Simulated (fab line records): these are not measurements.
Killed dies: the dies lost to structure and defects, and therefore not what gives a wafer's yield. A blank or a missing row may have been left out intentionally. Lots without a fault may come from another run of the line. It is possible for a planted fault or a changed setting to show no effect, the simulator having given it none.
fab line records | flow nand-harc
[record] lots = 13 | wafers = 39 | last-day = 25
route steps=1159 shown P_GATE@158 END@1159
lots that met no fault: taken from a fault-free run of the same line
start-h: start of the lot's first displayed wafer, in hours after the record's first day | wait-h: time in hours since the lot's previous step | " repeats the value in the row above | L1.1+2: a single row standing in for several wafers | - value missing, or start not given | * or withheld: withheld | < > ~ a bound
route shown NAME@n: names a module that has steps shown in the file, with the first one's number in the route | usual: the fault-free wafers' mean and standard deviation | same: alike in all rows | chamber/n: place in a boat | sites: each site's reading | _std_site: standard deviation across them | _edge_site: outer sites' mean less inner sites' | radius-mm: how far each site lies from the wafer's centre | mask NAME#n: copy n | behind: the tool/chamber that last shaped the wafer | hold: why the lot was held/for how many hours/how that ended | device: which transistor (n, p or np) failed to switch | end of line: tests run on the same wafers once the route is complete | a step with no rows: only its recipe | killed: dies lost to structure and defects at the first sort, not the wafer's yield | map: a wafer's dies, x killed, . not, _ none there
set.NAME: the setting the step ran with; set.NAME@STEP: the setting that earlier step ran with | model.NAME: the simulator's own value behind a step, which no gauge read
one table for each step of the route and one row for each wafer, over a sample of lots
services: from which hour (start-h, from the record's first day; less than 0 if before it) a tool's chamber was out of use, for how many hours, and why
[[steps]]
[step NHARC_P_GATE_PRECLEAN_97]
[recipe] time-s = 600 | temp-c = 120 | chemistry = SPM
lot.wafer  | tool         | chamber | start-h | wait-h
L933.5+2+4 | wet-bench-09 | 5,7,0   | 99.59   | -
L936.4+1+6 | wet-bench-09 | 3,4,7   | 112.80  | -
L937.5+3+1 | wet-bench-09 | 0,2,3   | 123.68  | -
L939.4+3+5 | wet-bench-09 | 0,1,3   | 139.91  | -
L942.2+3+1 | wet-bench-09 | 7,0,2   | 144.90  | -
L948.5+1+2 | wet-bench-09 | 7,1,3   | 195.18  | -
L950.1+2+6 | wet-bench-07 | 6,1,2   | 202.17  | -
L951.5+3+1 | wet-bench-07 | 6,0,2   | 202.87  | -
L952.6+3+5 | wet-bench-09 | 6,7,2   | 210.64  | -
L953.4+2+3 | wet-bench-05 | 2,5,6   | 223.34  | -
L954.5+2+4 | wet-bench-09 | 4,6,7   | 228.35  | -
L955.3+1+4 | wet-bench-07 | 7,0,4   | 230.97  | -
L956.3+6+4 | wet-bench-07 | 6,0,2   | 249.58  | -
[step NHARC_P_GATE_CD_MEAS_46]
[recipe] target-cd-nm = 720 | landing-energy-ev = 500
[usual] cd-nm = 717.9/2.2
lot.wafer | tool      | chamber | start-h | wait-h | cd-nm
L933.2    | cd-sem-01 | 0       | 100.41  | -      | 718.3
L933.4    | "         | 0       | "       | "      | 719.9
L933.5    | "         | 0       | "       | "      | 718.2
L936.1    | cd-sem-02 | 0       | 113.62  | -      | 718.7
L936.4    | "         | 0       | "       | "      | 715.3
L936.6    | "         | 0       | "       | "      | 717.6
L937.1    | cd-sem-02 | 0       | 124.52  | -      | 722.9
L937.3    | "         | 0       | "       | "      | 718.1
L937.5    | "         | 0       | "       | "      | 717.5
L939.3    | cd-sem-02 | 0       | 140.75  | -      | 716.6
L939.4    | "         | 0       | "       | "      | 714.7
L939.5    | "         | 0       | "       | "      | 716.6
L942.1    | cd-sem-01 | 0       | 145.74  | -      | 717.8
L942.2    | "         | 0       | "       | "      | 719.3
L942.3    | "         | 0       | "       | "      | 720.8
L948.1    | cd-sem-02 | 0       | 195.87  | -      | 717.8
L948.2    | "         | 0       | "       | "      | 716.8
L948.5    | "         | 0       | "       | "      | 715.2
L950.1    | cd-sem-02 | 0       | 202.99  | -      | 717.5
L950.2    | "         | 0       | "       | "      | 722.3
L950.6    | "         | 0       | "       | "      | 717.7
L951.1    | cd-sem-01 | 0       | 203.70  | -      | 716.5
L951.3    | "         | 0       | "       | "      | 716.7
L951.5    | "         | 0       | "       | "      | 716.1
L952.3    | cd-sem-02 | 0       | 211.34  | -      | 715.1
L952.5    | "         | 0       | "       | "      | 718.5
L952.6    | "         | 0       | "       | "      | 713.1
L953.2    | cd-sem-03 | 0       | 224.17  | -      | 718.7
L953.3    | "         | 0       | "       | "      | 719.8
L953.4    | "         | 0       | "       | "      | 714.5
L954.2    | cd-sem-02 | 0       | 229.05  | -      | 719.1
L954.4    | "         | 0       | "       | "      | 718.4
L954.5    | "         | 0       | "       | "      | 719.4
L955.1    | cd-sem-03 | 0       | 231.80  | -      | 720.0
L955.3    | "         | 0       | "       | "      | 714.4
L955.4    | "         | 0       | "       | "      | 716.5
L956.3    | cd-sem-02 | 0       | 250.29  | -      | 718.5
L956.4    | "         | 0       | "       | "      | 720.0
L956.6    | "         | 0       | "       | "      | 720.8
[step NHARC_P_GATE_STRIP_111]
[recipe] power-w = 1500 | temp-c = 110 | time-s = 250 | chemistry = N2/H2
[usual] drypump-motor-current-A = 5.7/0.31 | heater-power-w = 88/7.4
lot.wafer | tool            | chamber | start-h | wait-h | drypump-motor-current-A | heater-power-w | rf-hours-counter-h
L933.2    | plasma-asher-02 | 0       | 101.03  | 0.2    | 5.3                     | 98             | 26
L933.4    | "               | 0       | "       | "      | 5.3                     | 97             | -
L933.5    | "               | 1       | "       | "      | 6.1                     | 84             | -
L936.1    | plasma-asher-01 | 0       | 114.23  | 0.2    | 5.5                     | 79             | 1
L936.4    | "               | 0       | "       | "      | 5.5                     | 77             | -
L936.6    | "               | 1       | "       | "      | 5.7                     | 95             | -
L937.1    | plasma-asher-01 | 0       | 125.26  | 0.2    | 5.5                     | 79             | 6
L937.3    | "               | 1       | "       | "      | 5.7                     | 95             | -
L937.5    | "               | 1       | "       | "      | 5.7                     | 94             | -
L939.4    | plasma-asher-02 | 1       | 141.41  | 0.2    | 6.1                     | 85             | -
L939.3    | "               | 0       | "       | "      | 5.3                     | 98             | -
L939.5    | "               | 0       | "       | "      | 5.3                     | 95             | -
L942.2    | plasma-asher-01 | 1       | 146.27  | 0.2    | 5.7                     | 94             | 12
L942.1    | "               | 0       | "       | "      | 5.5                     | 79             | 12
L942.3    | "               | 0       | "       | "      | 5.5                     | 79             | -
L948.2    | plasma-asher-02 | 1       | 196.44  | 0.2    | 6.1                     | 84             | 1
L948.1    | "               | 0       | "       | "      | 5.3                     | 91             | 1
L948.5    | "               | 1       | "       | "      | 6.1                     | 82             | -
L950.1    | plasma-asher-02 | 0       | 203.57  | 0.2    | 5.3                     | 92             | 4
L950.2    | "               | 1       | "       | "      | 6.1                     | 82             | 4
L950.6    | "               | 0       | "       | "      | 5.3                     | 90             | -
L951.1    | plasma-asher-02 | 0       | 204.34  | 0.2    | 5.3                     | 94             | 4
L951.3    | "               | 0       | "       | "      | 5.3                     | 90             | -
L951.5    | "               | 1       | "       | "      | 6.1                     | 82             | -
L952.3    | plasma-asher-01 | 1       | 212.04  | 0.3    | 5.7                     | 96             | -
L952.5    | "               | 0       | "       | "      | 5.5                     | 80             | -
L952.6    | "               | 1       | "       | "      | 5.7                     | 93             | -
L953.2    | plasma-asher-02 | 0       | 224.70  | 0.2    | 5.3                     | 92             | 9
L953.3    | "               | 0       | "       | "      | 5.3                     | 91             | -
L953.4    | "               | 1       | "       | "      | 6.1                     | 82             | -
L954.2    | plasma-asher-01 | 0       | 229.59  | 0.2    | 5.5                     | 79             | 43
L954.4    | "               | 0       | "       | "      | 5.5                     | 80             | -
L954.5    | "               | 0       | "       | "      | 5.5                     | 78             | -
L955.1    | plasma-asher-02 | 0       | 232.37  | 0.2    | 5.3                     | 90             | 13
L955.3    | "               | 1       | "       | "      | 6.1                     | 83             | -
L955.4    | "               | 0       | "       | "      | 5.3                     | 90             | -
L956.3    | plasma-asher-01 | 1       | 250.92  | 0.2    | 5.7                     | 95             | -
L956.4    | "               | 0       | "       | "      | 5.5                     | 80             | -
L956.6    | "               | 0       | "       | "      | 5.5                     | 80             | -
[step NHARC_P_GATE_STRIP_76]
[recipe] power-w = 1500 | temp-c = 250 | chemistry = O2
[usual] drypump-motor-current-A = 5.7/0.34 | heater-power-w = 331/26
lot.wafer | tool            | chamber | start-h | wait-h | drypump-motor-current-A | heater-power-w | rf-hours-counter-h
L933.2    | plasma-asher-02 | 0       | 103.11  | 0.2    | 5.3                     | 370            | 28
L933.4    | "               | 1       | "       | "      | 6.1                     | 309            | -
L933.5    | "               | 0       | "       | "      | 5.3                     | 366            | -
L936.1    | plasma-asher-02 | 1       | 116.44  | 0.2    | 6.1                     | 309            | 34
L936.4    | "               | 0       | "       | "      | 5.3                     | 369            | -
L936.6    | "               | 1       | "       | "      | 6.1                     | 313            | -
L937.1    | plasma-asher-02 | 1       | 127.11  | 0.2    | 6.1                     | 314            | 37
L937.3    | "               | 0       | "       | "      | 5.3                     | 366            | -
L937.5    | "               | 0       | "       | "      | 5.3                     | 370            | -
L939.4    | plasma-asher-02 | 0       | 143.39  | 0.2    | 5.3                     | 373            | -
L939.3    | "               | 1       | "       | "      | 6.1                     | 312            | -
L939.5    | "               | 0       | "       | "      | 5.3                     | 359            | -
L942.1    | plasma-asher-01 | 1       | 148.34  | 0.2    | 5.8                     | 361            | 14
L942.2    | "               | 0       | "       | "      | 5.5                     | 302            | 14
L942.3    | "               | 0       | "       | "      | 5.5                     | 293            | -
L948.2    | plasma-asher-02 | 0       | 198.46  | 0.2    | 5.3                     | 341            | 2
L948.1    | "               | 1       | "       | "      | 6.1                     | 309            | 2
L948.5    | "               | 1       | "       | "      | 6.1                     | 314            | -
L950.1    | plasma-asher-01 | 1       | 205.77  | 0.2    | 5.7                     | 355            | 36
L950.2    | "               | 0       | "       | "      | 5.5                     | 299            | 36
L950.6    | "               | 1       | "       | "      | 5.7                     | 351            | -
L951.1    | plasma-asher-02 | 0       | 206.63  | 0.2    | 5.3                     | 340            | 5
L951.3    | "               | 1       | "       | "      | 6.1                     | 316            | -
L951.5    | "               | 1       | "       | "      | 6.1                     | 317            | -
L952.3    | plasma-asher-02 | 1       | 213.89  | 0.1    | 6.1                     | 315            | -
L952.6    | "               | 0       | "       | "      | 5.3                     | 336            | -
L952.5    | "               | 1       | "       | "      | 6.1                     | 319            | -
L953.2    | plasma-asher-01 | 0       | 226.71  | 0.2    | 5.5                     | 299            | 41
L953.3    | "               | 0       | "       | "      | 5.5                     | 298            | -
L953.4    | "               | 1       | "       | "      | 5.7                     | 347            | -
L954.2    | plasma-asher-02 | 0       | 231.64  | 0.2    | 5.3                     | 346            | 13
L954.4    | "               | 1       | "       | "      | 6.1                     | 311            | -
L954.5    | "               | 1       | "       | "      | 6.1                     | 312            | -
L955.1    | plasma-asher-02 | 0       | 234.21  | 0.2    | 5.3                     | 350            | 15
L955.3    | "               | 0       | "       | "      | 5.3                     | 347            | -
L955.4    | "               | 1       | "       | "      | 6.1                     | 301            | -
L956.4    | plasma-asher-02 | 0       | 252.74  | 0.2    | 5.3                     | 334            | -
L956.3    | "               | 1       | "       | "      | 6.1                     | 313            | -
L956.6    | "               | 0       | "       | "      | 5.3                     | 345            | -
[step NHARC_P_GATE_INSPECT_68]
[usual] raw-defect-count = 207/81
lot.wafer | tool              | chamber | start-h | wait-h | raw-defect-count
L933.2    | defect-inspect-01 | -       | 107.39  | 0.1    | 289
L933.4    | "                 | -       | "       | "      | 271
L933.5    | "                 | -       | "       | "      | 207
L936.1    | defect-inspect-01 | -       | 120.42  | 0.2    | 153
L936.4    | "                 | -       | "       | "      | 198
L936.6    | "                 | -       | "       | "      | 265
L937.1    | defect-inspect-02 | -       | 131.10  | 0.2    | 481
L937.3    | "                 | -       | "       | "      | 480
L937.5    | "                 | -       | "       | "      | 514
L939.3    | defect-inspect-01 | -       | 147.40  | 0.1    | 528
L939.4    | "                 | -       | "       | "      | 544
L939.5    | "                 | -       | "       | "      | 605
L942.1    | defect-inspect-01 | -       | 152.49  | 0.2    | 511
L942.2    | "                 | -       | "       | "      | 622
L942.3    | "                 | -       | "       | "      | 519
L948.1    | defect-inspect-01 | -       | 202.61  | 0.2    | 264
L948.2    | "                 | -       | "       | "      | 248
L948.5    | "                 | -       | "       | "      | 276
L950.1    | defect-inspect-01 | -       | 212.52  | 0.2    | 256
L950.2    | "                 | -       | "       | "      | 279
L950.6    | "                 | -       | "       | "      | 401
L951.1    | defect-inspect-02 | -       | 212.80  | 0.2    | 183
L951.3    | "                 | -       | "       | "      | 143
L951.5    | "                 | -       | "       | "      | 158
L952.3    | defect-inspect-02 | -       | 218.09  | 0.1    | 192
L952.5    | "                 | -       | "       | "      | 313
L952.6    | "                 | -       | "       | "      | 199
L953.2    | defect-inspect-01 | -       | 230.89  | 0.1    | 109
L953.3    | "                 | -       | "       | "      | 121
L953.4    | "                 | -       | "       | "      | 149
L954.2    | defect-inspect-01 | -       | 235.92  | 0.1    | 262
L954.4    | "                 | -       | "       | "      | 187
L954.5    | "                 | -       | "       | "      | 280
L955.1    | defect-inspect-01 | -       | 238.22  | 0.2    | 188
L955.3    | "                 | -       | "       | "      | 231
L955.4    | "                 | -       | "       | "      | 168
L956.3    | defect-inspect-01 | -       | 256.79  | 0.1    | 448
L956.4    | "                 | -       | "       | "      | 188
L956.6    | "                 | -       | "       | "      | 275
[step NHARC_END_SORT_01]
[recipe] temp-c = 25
[usual] killed-at-array = 27/10 | killed-at-other = 0.6/0.83 | killed-at-periphery = 2.4/1.8 | killed-dies = 30/10 | killed-open = 3.3/1.7 | killed-short = 1.8/1.4
[same] gross-dies = 677
lot.wafer | tool      | chamber | start-h | wait-h | killed-at-array | killed-at-other | killed-at-periphery | killed-dies | killed-open | killed-short
L937.1    | prober-02 | 0       | 462.34  | 2.5    | 25              | 0               | 52                  | 77          | 2           | 1
L937.3    | prober-02 | 0       | 463.93  | 3.1    | 26              | 1               | 39                  | 66          | 3           | 5
L937.5    | prober-02 | 0       | 465.51  | 3.7    | 15              | 0               | 77                  | 92          | 2           | 1
L939.3    | prober-01 | 0       | 471.86  | 3.1    | 39              | 0               | 72                  | 111         | 3           | 0
L939.4    | prober-01 | 0       | 472.66  | 3.4    | 32              | 0               | 74                  | 106         | 3           | 2
L939.5    | prober-01 | 0       | 473.46  | 3.7    | 30              | 1               | 45                  | 76          | 1           | 2
L942.1    | prober-01 | 0       | 480.06  | 2.5    | 30              | 1               | 36                  | 67          | 0           | 0
L942.2    | prober-01 | 0       | 480.85  | 2.8    | 20              | 1               | 71                  | 92          | 0           | 0
L942.3    | prober-01 | 0       | 481.64  | 3.1    | 32              | 0               | 85                  | 117         | 4           | 0
// killed by level:class
L937.1 P_GATE:unspecified=47 A_SLIT:chamber-film-flake=12 A_CONTACT:chamber-film-flake=5 A_STAIRCASE:chamber-film-flake=4 P_M1:chamber-film-flake=3 A_CHANNEL_HOLE_D1:chamber-film-flake=2 P_GATE:geometric-particle:open=1 A_SGD_CUT:geometric-particle:open=1
L937.3 P_GATE:unspecified=38 A_SLIT:chamber-film-flake=9 A_STAIRCASE:chamber-film-flake=4 A_WL_FILL:geometric-particle:short=3 A_BONDPAD:chamber-film-flake=2 A_SGD_CUT:geometric-particle:open=1 A_CONTACT:geometric-particle:short=1 A_CONTACT:geometric-particle:open=1
L937.5 P_GATE:unspecified=77 A_SLIT:chamber-film-flake=9 A_CHANNEL_FILL_D1:geometric-particle:open=1 A_WL_FILL:geometric-particle:short=1 A_WL_FILL:geometric-particle:open=1 A_CHANNEL_HOLE_D1:chamber-film-flake=1 A_STAIRCASE:chamber-film-flake=1 A_CONTACT:chamber-film-flake=1
L939.3 P_GATE:unspecified=71 A_CHANNEL_HOLE_D1:chamber-film-flake=17 A_SLIT:chamber-film-flake=13 A_STAIRCASE:chamber-film-flake=3 A_CONTACT:chamber-film-flake=3 P_GATE:geometric-particle:open=1 A_CHANNEL_FILL_D1:geometric-particle:open=1 A_SGD_CUT:geometric-particle:open=1
L939.4 P_GATE:unspecified=73 A_CHANNEL_HOLE_D1:chamber-film-flake=12 A_SLIT:chamber-film-flake=9 A_CONTACT:chamber-film-flake=3 A_STAIRCASE:chamber-film-flake=2 P_CONTACT:geometric-particle:open=1 A_ONON_D1:geometric-particle:open=1 A_CHANNEL_FILL_D1:geometric-particle:short=1
L939.5 P_GATE:unspecified=45 A_CHANNEL_HOLE_D1:chamber-film-flake=13 A_SLIT:chamber-film-flake=9 A_ZERO_WELL:chamber-film-flake=2 A_CONTACT:chamber-film-flake=2 A_SOURCE_PLATE:geometric-particle:open=1 A_ONON_D1:geometric-particle:short=1 A_SGD_CUT:geometric-particle:short=1
L942.1 P_GATE:unspecified=36 A_CHANNEL_HOLE_D1:chamber-film-flake=12 A_SLIT:chamber-film-flake=11 A_ZERO_WELL:chamber-film-flake=3 A_CONTACT:chamber-film-flake=2 A_CHANNEL_FILL_D1:chamber-film-flake=1 A_STAIRCASE:chamber-film-flake=1 THIN_TSV:chamber-film-flake=1
L942.2 P_GATE:unspecified=70 A_CHANNEL_HOLE_D1:chamber-film-flake=9 A_SLIT:chamber-film-flake=9 P_ZERO_WELL:chamber-film-flake=1 A_ZERO_WELL:chamber-film-flake=1 A_CHANNEL_FILL_D1:chamber-film-flake=1 THIN_TSV:chamber-film-flake=1
L942.3 P_GATE:unspecified=82 A_CHANNEL_HOLE_D1:chamber-film-flake=16 A_SLIT:chamber-film-flake=9 P_M0:geometric-particle:open=2 A_M0:geometric-particle:open=2 A_ZERO_WELL:chamber-film-flake=2 A_CHANNEL_FILL_D1:chamber-film-flake=2 P_STI:chamber-film-flake=1
[[services]]
tool            | chamber | start-h | hours | kind
plasma-asher-02 | -       | 81.57   | 1.3   | repair
wet-bench-07    | -       | 96.00   | 8.0   | pm
plasma-asher-01 | -       | 99.00   | 9.0   | pm
plasma-asher-01 | 0       | 99.00   | 9.0   | vent-cycle
plasma-asher-01 | 1       | 99.00   | 9.0   | vent-cycle
plasma-asher-01 | 0       | 108.00  | -     | clean
plasma-asher-01 | 1       | 108.00  | -     | clean
plasma-asher-02 | -       | 110.17  | 1.5   | repair
plasma-asher-02 | -       | 114.12  | 1.7   | repair
wet-bench-09    | 0       | 120.88  | -     | consumable-replace:bath
wet-bench-09    | 0       | 120.88  | -     | consumable-replace:filter
wet-bench-09    | 1       | 120.88  | -     | consumable-replace:bath
wet-bench-09    | 1       | 120.88  | -     | consumable-replace:filter
wet-bench-09    | 2       | 120.88  | -     | consumable-replace:bath
wet-bench-09    | 2       | 120.88  | -     | consumable-replace:filter
wet-bench-09    | 3       | 120.88  | -     | consumable-replace:bath
wet-bench-09    | 3       | 120.88  | -     | consumable-replace:filter
wet-bench-05    | -       | 162.46  | 0.5   | repair
plasma-asher-02 | -       | 183.00  | 9.0   | pm
plasma-asher-02 | 0       | 183.00  | 9.0   | vent-cycle
plasma-asher-02 | 1       | 183.00  | 9.0   | vent-cycle
plasma-asher-02 | 0       | 192.00  | -     | clean
plasma-asher-02 | 1       | 192.00  | -     | clean
wet-bench-05    | -       | 196.80  | 8.0   | pm
[[key]]
[first-sign] step = NHARC_P_GATE_INSPECT_68 | reading = raw-defect-count | direction = up | sigmas = 4 | usual = 207 | struck = 534
[effect] step = NHARC_END_SORT_01 | reading = killed-at-periphery | direction = up | sigmas = 33 | usual = 2.4 | struck = 61.2
[more-kills-born-at] NHARC_P_GATE_PRECLEAN_97@wet-bench-09 = 539
met-at NHARC_P_GATE_PRECLEAN_97
struck-lots L937,L939,L942
tester-left-out L937,L939,L942
not-acting-at NHARC_P_GATE_CD_MEAS_46,NHARC_P_GATE_STRIP_111,NHARC_P_GATE_STRIP_76
onset-between 112.80 123.68
[fault] kind = chamber-particle-source | tool = wet-bench-09 | chamber = - | onset-h = 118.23 | steps = NHARC_P_GATE_PRECLEAN_97 | rate-per-visit-cm2 = 0.604 | end-h = 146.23
// tester-left-out: of these lots the tester's yield and bins aren't shown, on N5 and GAA mostly nor the transistor test; their killed dies are dies lost to structure and defects alone, not to doping, threshold or leakage, so they don't give the yield
